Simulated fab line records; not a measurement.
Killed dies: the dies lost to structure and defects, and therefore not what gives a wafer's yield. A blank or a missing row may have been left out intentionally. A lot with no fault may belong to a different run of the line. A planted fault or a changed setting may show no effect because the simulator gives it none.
Matching of chambers | flow n5_finfet | 4 sister chambers for N5_BEOL_M8_ETCH_65 on rie_diel-01
The step etches SiARC in CF4, target depth 15.6 nm, time 26 s. 4 wafers are shown with their chamber, then 7 later ones without.

## WAFERS PAIRED WITH THEIR CHAMBERS
wafer  | chamber | showerhead_plenum_p_Torr (Torr)
L089.1 | 0       | 2.11
L089.3 | 2       | 2.26
L092.2 | 3       | 2.24
L092.5 | 1       | 2.10

## WAFERS WHOSE CHAMBER IS MISSING
wafer  | showerhead_plenum_p_Torr (Torr)
L092.6 | 2.26
L091.3 | 2.25
L091.5 | 2.10
L091.6 | 2.11
L096.1 | 2.11
L096.3 | 2.24
L096.5 | 2.11

## CHAMBER TAKEN BY EACH
wafer  | from the rows above     | in truth
L092.6 | 2                       | 2
L091.3 | can't be placed: 2 or 3 | 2
L091.5 | 1                       | 1
L091.6 | 0                       | 0
L096.1 | 0                       | 0
L096.3 | 3                       | 3
L096.5 | 0                       | 0
Correctly placed: 6 of 7. Unplaceable from these rows: 1, with the true chamber sitting among the candidates in 1. 0 placed wrongly.
How it was worked out, from the rows above alone: a wafer's distance from a chamber is the root of the sum, over the readings, of the square of ((its reading less the chamber's mean) divided by the reading's scatter). If the next closest chamber is less than 2 further off than the closest, the wafer can't be placed; otherwise it belongs to the closest. A chamber's mean is the mean of its shown wafers. The scatter: root of mean squared gap, hidden wafer to nearest shown wafer, with one shown wafer a chamber.
